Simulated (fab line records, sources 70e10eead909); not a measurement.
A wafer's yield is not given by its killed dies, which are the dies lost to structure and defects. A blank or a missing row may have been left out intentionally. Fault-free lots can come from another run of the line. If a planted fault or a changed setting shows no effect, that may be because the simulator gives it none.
fab line records	flow nandHarc
[record] lots = 14	wafers = 42	lastDay = 34
route steps=1302 shown A_CHANNEL_FILL_D1@508 A_ONON_D2@562 A_CHANNEL_HOLE_D2@571 END@1302
lots that met no fault: taken from a fault-free run of the same line
startH: the number of hours between the record's first day and the start of the first shown wafer of the lot	waitH: hours since the lot's step before	" the same as in the row above	L1.1+2: a single row standing in for several wafers	- value missing, or start not given	* or withheld: withheld	< > ~ a bound
route shown NAME@n: NAME is a module with steps in the file, n the number in the route of the first one	usual: mean/standard deviation of fault-free wafers	same: alike in all rows	chamber/n: place in a boat	sites: readings site by site	_std_site: the standard deviation of these	_edge_site: mean of outer sites minus mean of inner sites	radiusMm: how far each site lies from the wafer's centre	mask NAME#n: copy n	behind: the tool/chamber that last shaped the wafer	hold: what put the lot on hold/how long, in hours/how the hold closed	device: transistor that didn't switch, given as n, p or np	end of line: tests of these same wafers at the route's end	a step with no rows: only its recipe	killed: not the wafer's yield, but the dies lost to structure and defects at the first sort	map: shows each die of a wafer: x if killed, . if not, _ if none is there
set.NAME: the setting the step ran with; set.NAME@STEP: the setting that earlier step ran with	model.NAME: the simulator's own value behind a step, which no gauge read
route steps across a sampled set of lots; one table per step, one row per wafer
services: the hour from which a tool's chamber was out of use, counted from the record's first day as startH (under 0 if before that day), plus the number of hours and why
[[steps]]
[step NHARC_A_CHANNEL_FILL_D1_ETCHBACK_08]
[recipe] targetDepthA = 2200	timeS = 110	c4f8FlowSccm = 20	arFlowSccm = withheld	rfW = 600	biasW = 300	chemistry = C4F8
[usual] oesProductAu = 0.95/0.035	rfVppV = 440.3/2.9
lot.wafer	tool	chamber	startH	waitH	oesProductAu	rfHoursCounterH	rfVppV
L948.2	rieDiel-07	3	-	-	0.92	6	437.3
L948.6	"	1	"	"	0.92	-	445.7
L948.5	"	2	"	"	0.94	-	441.6
L950.1	rieDiel-01	3	-	-	1.02	2	443.8
L950.3	"	1	"	"	1.00	2	442.1
L950.4	"	1	"	"	1.00	-	442.5
L953.2	rieDiel-01	2	-	-	0.93	4	439.6
L953.5	"	2	"	"	0.92	-	439.8
L953.6	"	3	"	"	0.96	-	442.5
L952.1	rieDiel-07	3	-	-	0.92	9	437.7
L952.2	"	2	"	"	0.93	9	441.5
L952.5	"	3	"	"	0.93	-	436.5
L954.2	rieDiel-07	0	-	-	1.00	0	437.3
L954.1	"	1	"	"	0.98	0	444.4
L954.5	"	0	"	"	0.99	-	438.7
L955.2	rieDiel-07	2	-	-	1.00	1	443.0
L955.1	"	0	"	"	1.00	1	438.6
L955.4	"	0	"	"	1.00	-	439.0
L958.1	rieDiel-01	2	-	-	0.92	7	439.3
L958.3	"	0	"	"	0.92	5	438.3
L958.5	"	1	"	"	0.94	-	443.1
L960.4	rieDiel-04	3	-	-	0.92	8	437.1
L960.5	"	2	"	"	0.92	-	438.6
L960.6	"	3	"	"	0.92	-	439.3
L965.3	rieDiel-07	3	-	-	0.94	6	436.6
L965.1	"	2	"	"	0.91	7	440.0
L965.6	"	0	"	"	0.92	-	437.9
L967.1	rieDiel-04	1	-	-	0.92	1	438.8
L967.4	"	2	"	"	0.92	1	437.5
L967.6	"	0	"	"	0.94	-	442.9
L966.3	rieDiel-01	1	-	-	0.98	2	440.4
L966.4	"	3	"	"	0.97	1	443.6
L966.6	"	1	"	"	0.98	-	440.7
L968.3	rieDiel-04	0	-	-	0.98	2	443.8
L968.4	"	1	"	"	0.93	1	437.1
L968.1	"	2	"	"	0.92	1	439.3
L970.3	rieDiel-07	2	-	-	0.91	10	440.3
L970.2	"	3	"	"	0.94	9	438.2
L970.5	"	1	"	"	0.91	-	446.4
L971.2	rieDiel-01	3	-	-	0.94	4	444.1
L971.4	"	1	"	"	0.92	4	443.9
L971.5	"	0	"	"	0.92	-	438.9
[step NHARC_A_ONON_D2_DEP_25]
[recipe] targetThkA = 10000	n2FlowSccm = 2750	n2oFlowSccm = 2000	nh3FlowSccm = 500	sih4FlowSccm = 210	tempC = 400
lot.wafer	tool	chamber	startH	waitH
L948.2+5+6	pecvdOnon-03	0	289.98	0.1
L950.1+3+4	pecvdOnon-03	0	304.97	0.1
L952.1+2+5	pecvdOnon-02	0	337.47	0.1
L953.2+5+6	pecvdOnon-03	0	337.54	0.1
L954.1+2+5	pecvdOnon-03	0	357.25	0.1
L955.1+2+4	pecvdOnon-01	0	370.62	0.1
L958.1+3+5	pecvdOnon-03	0	376.93	0.1
L960.4+5+6	pecvdOnon-03	0	392.74	0.2
L965.1+3+6	pecvdOnon-02	0	455.08	0.2
L967.1+4+6	pecvdOnon-01	0	465.74	0.1
L966.3+4+6	pecvdOnon-03	0	465.83	0.2
L968.1+3+4	pecvdOnon-01	0	499.47	0.1
L971.2+4+5	pecvdOnon-03	0	521.15	0.1
L970.2+3+5	pecvdOnon-02	0	521.16	0.1
[step NHARC_A_ONON_D2_THK_MEAS_27]
[recipe] thkMeasGauge = ellipsometry
[usual] thkNm = 1000/10
lot.wafer	tool	chamber	startH	waitH	thkNm
L948.2	filmMetro-02	-	290.42	-	981
L948.5	"	-	"	"	983
L948.6	"	-	"	"	980
L950.1	filmMetro-01	-	305.48	-	1010
L950.3	"	-	"	"	1011
L950.4	"	-	"	"	1010
L952.1	filmMetro-01	-	337.98	-	989
L952.2	"	-	"	"	987
L952.5	"	-	"	"	988
L953.2	filmMetro-02	-	337.99	-	1009
L953.5	"	-	"	"	1008
L953.6	"	-	"	"	1010
L954.1	filmMetro-02	-	357.75	-	1002
L954.2	"	-	"	"	1003
L954.5	"	-	"	"	1003
L955.1	filmMetro-01	-	371.13	-	999
L955.2	"	-	"	"	1002
L955.4	"	-	"	"	1000
L958.1	filmMetro-01	-	377.44	-	496
L958.3	"	-	"	"	498
L958.5	"	-	"	"	498
L960.4	filmMetro-01	-	393.07	-	998
L960.5	"	-	"	"	500
L960.6	"	-	"	"	996
L965.1	filmMetro-02	-	455.59	-	992
L965.3	"	-	"	"	992
L965.6	"	-	"	"	994
L966.3	filmMetro-02	-	466.22	-	988
L966.4	"	-	"	"	985
L966.6	"	-	"	"	988
L967.1	filmMetro-01	-	466.25	-	1030
L967.4	"	-	"	"	1032
L967.6	"	-	"	"	1031
L968.1	filmMetro-01	-	499.99	-	998
L968.3	"	-	"	"	998
L968.4	"	-	"	"	999
L971.2	filmMetro-01	-	521.60	-	1007
L971.4	"	-	"	"	1008
L971.5	"	-	"	"	1008
L970.2	filmMetro-01	-	521.60	-	983
L970.3	"	-	"	"	984
L970.5	"	-	"	"	983
[step NHARC_A_CHANNEL_HOLE_D2_DEP_01]
[recipe] targetThkA = 1400	targetThkNm = 140	tempC = 400	pressureTorr = 3.5	flowSccm = 200	rfW = 350	material = SiON
[usual] heaterPowerW = 726/92
lot.wafer	tool	chamber	startH	waitH	heaterPowerW
L948.2	pecvd-01	0	293.61	1.4	706
L948.6	"	0	"	"	715
L948.5	"	1	"	"	666
L950.1	pecvd-03	0	312.01	1.6	555
L950.3	"	1	"	"	657
L950.4	"	0	"	"	549
L952.1	pecvd-03	0	342.42	1.6	550
L952.2	"	2	"	"	820
L952.5	"	2	"	"	811
L953.2	pecvd-01	2	342.50	1.3	787
L953.6	"	1	"	"	602
L953.5	"	2	"	"	810
L954.2	pecvd-02	0	360.91	1.3	851
L954.1	"	1	"	"	742
L954.5	"	2	"	"	740
L955.1	pecvd-02	2	374.40	1.6	675
L955.2	"	0	"	"	883
L955.4	"	1	"	"	757
L960.6	pecvd-02	2	396.29	0.1	801
L960.4	"	0	"	"	855
L965.3	pecvd-02	0	460.38	1.0	738
L965.1	"	1	"	"	690
L965.6	"	0	"	"	732
L967.1	pecvd-03	0	474.58	1.6	577
L967.6	"	2	"	"	927
L967.4	"	0	"	"	573
L966.3	pecvd-02	1	474.63	1.0	762
L966.6	"	0	"	"	713
L966.4	"	1	"	"	792
L968.3	pecvd-02	2	503.27	1.2	675
L968.1	"	0	"	"	874
L968.4	"	0	"	"	843
L971.2	pecvd-03	1	524.72	1.3	647
L971.4	"	1	"	"	678
L971.5	"	2	"	"	817
L970.2	pecvd-02	1	525.47	1.3	812
L970.3	"	0	"	"	865
L970.5	"	2	"	"	621
[step NHARC_END_SORT_01]
[recipe] tempC = 25
[usual] killedAtArray = 53/18	killedAtOther = 0.8/1.1	killedAtPeriphery = 4.1/2.7	killedDies = 58/18	killedOpen = 3.1/1.7	killedShort = 2.7/1.7
[same] grossDies = 677
lot.wafer	tool	chamber	startH	waitH	killedAtArray	killedAtOther	killedAtPeriphery	killedDies	killedOpen	killedShort
L958.1	prober-02	0	667.64	2.5	671	1	5	677	5	5
L958.3	prober-02	0	669.26	3.1	673	1	3	677	3	5
L958.5	prober-02	0	670.88	3.7	675	1	1	677	1	2
L960.4	prober-01	0	670.03	3.4	62	0	4	66	3	1
L960.5	prober-01	0	670.83	3.7	673	0	4	677	5	2
L960.6	prober-01	0	671.63	4.0	59	0	3	62	4	2
// killed by level:class
L958.1 A_ONON_D2:areaDep=611 A_SLIT:chamberFilmFlake=32 A_CHANNEL_HOLE_D1:chamberFilmFlake=14 A_STAIRCASE:chamberFilmFlake=2 A_CHANNEL_HOLE_D2:unspecified=2 A_CONTACT:chamberFilmFlake=2 P_CONTACT:geometricParticle:open=1 P_M0:geometricParticle:open=1
L958.3 A_ONON_D2:areaDep=616 A_SLIT:chamberFilmFlake=25 A_CHANNEL_HOLE_D1:chamberFilmFlake=17 A_STAIRCASE:chamberFilmFlake=6 A_CHANNEL_FILL_D1:chamberFilmFlake=2 P_CONTACT:geometricParticle:short=1 P_M0:geometricParticle:short=1 P_M2:geometricParticle:open=1
L960.4 A_SLIT:chamberFilmFlake=23 A_CHANNEL_HOLE_D2:chamberFilmFlake=16 A_CHANNEL_HOLE_D1:chamberFilmFlake=6 A_STAIRCASE:chamberFilmFlake=5 P_CONTACT:chamberFilmFlake=3 A_CONTACT:chamberFilmFlake=3 A_WL_FILL:chamberFilmFlake=2 A_ONON_D1:geometricParticle:open=1
L960.5 A_ONON_D2:areaDep=618 A_SLIT:chamberFilmFlake=20 A_CHANNEL_HOLE_D2:chamberFilmFlake=16 A_CONTACT:chamberFilmFlake=5 A_STAIRCASE:chamberFilmFlake=4 P_CONTACT:chamberFilmFlake=3 A_CHANNEL_HOLE_D1:chamberFilmFlake=3 P_CONTACT:geometricParticle:open=1
L958.5 A_ONON_D2:areaDep=603 A_CHANNEL_HOLE_D1:chamberFilmFlake=40 A_SLIT:chamberFilmFlake=19 A_CHANNEL_FILL_D1:chamberFilmFlake=2 A_CHANNEL_HOLE_D2:unspecified=2 A_STAIRCASE:chamberFilmFlake=2 A_CONTACT:chamberFilmFlake=2 P_STI:geometricParticle:short=1
L960.6 A_SLIT:chamberFilmFlake=34 A_CHANNEL_HOLE_D2:chamberFilmFlake=8 A_CONTACT:chamberFilmFlake=6 A_CHANNEL_HOLE_D1:chamberFilmFlake=3 P_M1:geometricParticle:open=2 A_CHANNEL_HOLE_D2:geometricParticle:short=2 A_WL_FILL:chamberFilmFlake=2 A_BLC:geometricParticle:open=1
[[services]]
tool	chamber	startH	hours	kind
pecvdOnon-03	-	227.00	13.0	pm
pecvd-02	-	227.06	13.0	pm
rieDiel-07	-	245.14	1.2	repair
rieDiel-01	0	249.99	2.4	repair
rieDiel-07	3	258.78	8.9	repair
rieDiel-07	-	294.21	9.0	pm
rieDiel-01	2	310.01	3.9	repair
rieDiel-07	3	315.48	13.7	repair
pecvd-03	0	318.34	22.1	repair
rieDiel-01	3	325.44	3.4	repair
pecvd-03	2	330.37	6.0	repair
pecvd-03	-	366.47	13.0	pm
rieDiel-07	-	367.81	0.8	repair
rieDiel-01	1	371.47	7.5	repair
rieDiel-07	0	378.78	7.4	repair
rieDiel-01	-	380.84	9.0	pm
rieDiel-07	1	403.78	4.8	repair
pecvdOnon-03	-	408.00	13.0	pm
pecvd-02	-	408.41	13.0	pm
rieDiel-01	0	426.52	11.1	repair
rieDiel-07	-	471.21	9.0	pm
rieDiel-01	0	494.68	5.0	repair
pecvd-03	-	499.00	1.1	repair
rieDiel-07	2	515.16	6.4	repair
[[key]]
[firstSign] step = NHARC_A_ONON_D2_THK_MEAS_27	reading = thkNm	direction = down	sigmas = 50	usual = 1000	struck = 498
[effect] step = NHARC_END_SORT_01	reading = killedDies	direction = up	sigmas = 34	usual = 58	struck = 677
[moreKillsBornAt] NHARC_A_ONON_D2_DEP_25@pecvdOnon-03 = 2448
metAt NHARC_A_ONON_D2_DEP_25
struckLots L958,L960
struckWafers L958.1,L958.3,L958.5,L960.5
laterRowsLeftOut L958.1,L958.3,L958.5,L960.5
testerLeftOut L958,L960
notActingAt NHARC_A_CHANNEL_FILL_D1_ETCHBACK_08,NHARC_A_CHANNEL_HOLE_D2_DEP_01
onsetBetween 357.25 376.93
[fault] kind = processParameterDrift	tool = pecvdOnon-03	chamber = -	onsetH = 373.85	steps = NHARC_A_ONON_D2_DEP_25	channel = targetThkA	offset = *	shape = step	endH = 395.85	scope = struckWafersOnly	actsIn = *	stated = *
// testerLeftOut: of these lots the tester's yield and bins aren't shown, on N5 and GAA mostly nor the transistor test; their killed dies are dies lost to structure and defects alone, not to doping, threshold or leakage, so they don't give the yield
// laterRowsLeftOut: the simulator's readings of these wafers behind a module that went badly wrong aren't trusted and aren't shown, but for the sort
